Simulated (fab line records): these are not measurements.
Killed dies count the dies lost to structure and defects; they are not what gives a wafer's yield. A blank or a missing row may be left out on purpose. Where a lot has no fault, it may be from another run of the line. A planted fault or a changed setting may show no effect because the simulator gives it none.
Chamber matching || flow n5_finfet || N5_SD_EPI_N_ETCH_34 on rie_diel-04 has 4 sister chambers
The step etches SiARC in CF4, target depth 45.5 nm, time 75.8 s. 4 wafers are shown with their chamber, then 9 later ones without.

== WAFERS, EACH WITH ITS CHAMBER ==
{"wafer": "L080.1", "chamber": 3, "showerhead_plenum_p_Torr (Torr)": 2.10}
{"wafer": "L086.2", "chamber": 0, "showerhead_plenum_p_Torr (Torr)": 2.04}
{"wafer": "L086.3", "chamber": 2, "showerhead_plenum_p_Torr (Torr)": 2.21}
{"wafer": "L086.5", "chamber": 1, "showerhead_plenum_p_Torr (Torr)": 2.06}

== WAFERS WITH NO CHAMBER GIVEN ==
{"wafer": "L087.1", "showerhead_plenum_p_Torr (Torr)": 2.10}
{"wafer": "L087.4", "showerhead_plenum_p_Torr (Torr)": 2.04}
{"wafer": "L087.5", "showerhead_plenum_p_Torr (Torr)": 2.06}
{"wafer": "L093.1", "showerhead_plenum_p_Torr (Torr)": 2.09}
{"wafer": "L093.4", "showerhead_plenum_p_Torr (Torr)": 2.04}
{"wafer": "L093.6", "showerhead_plenum_p_Torr (Torr)": 2.05}
{"wafer": "L096.1", "showerhead_plenum_p_Torr (Torr)": 2.04}
{"wafer": "L096.4", "showerhead_plenum_p_Torr (Torr)": 2.05}
{"wafer": "L096.5", "showerhead_plenum_p_Torr (Torr)": 2.05}

== THE CHAMBER EACH PASSED THROUGH ==
{"wafer": "L087.1", "from the rows above": 3, "in truth": 3}
{"wafer": "L087.4", "from the rows above": 0, "in truth": 0}
{"wafer": "L087.5", "from the rows above": 1, "in truth": 1}
{"wafer": "L093.1", "from the rows above": 3, "in truth": 3}
{"wafer": "L093.4", "from the rows above": 0, "in truth": 0}
{"wafer": "L093.6", "from the rows above": "can't be placed: 0 or 1", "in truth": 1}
{"wafer": "L096.1", "from the rows above": 0, "in truth": 0}
{"wafer": "L096.4", "from the rows above": "can't be placed: 0 or 1", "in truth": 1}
{"wafer": "L096.5", "from the rows above": "can't be placed: 0 or 1", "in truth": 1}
6 of 9 placed correctly. From these rows, 3 cannot be placed; in 3 the true chamber is one of the candidates. Placed wrongly: 0.
How it was worked out, from the rows above alone: a wafer's distance from a chamber is the root of the sum, over the readings, of the square of ((its reading less the chamber's mean) divided by the reading's scatter). If the next closest chamber is less than 2 further off than the closest, the wafer can't be placed; otherwise it belongs to the closest. A chamber's mean is the mean of its shown wafers. The scatter: root of mean squared gap, hidden wafer to nearest shown wafer, with one shown wafer a chamber.
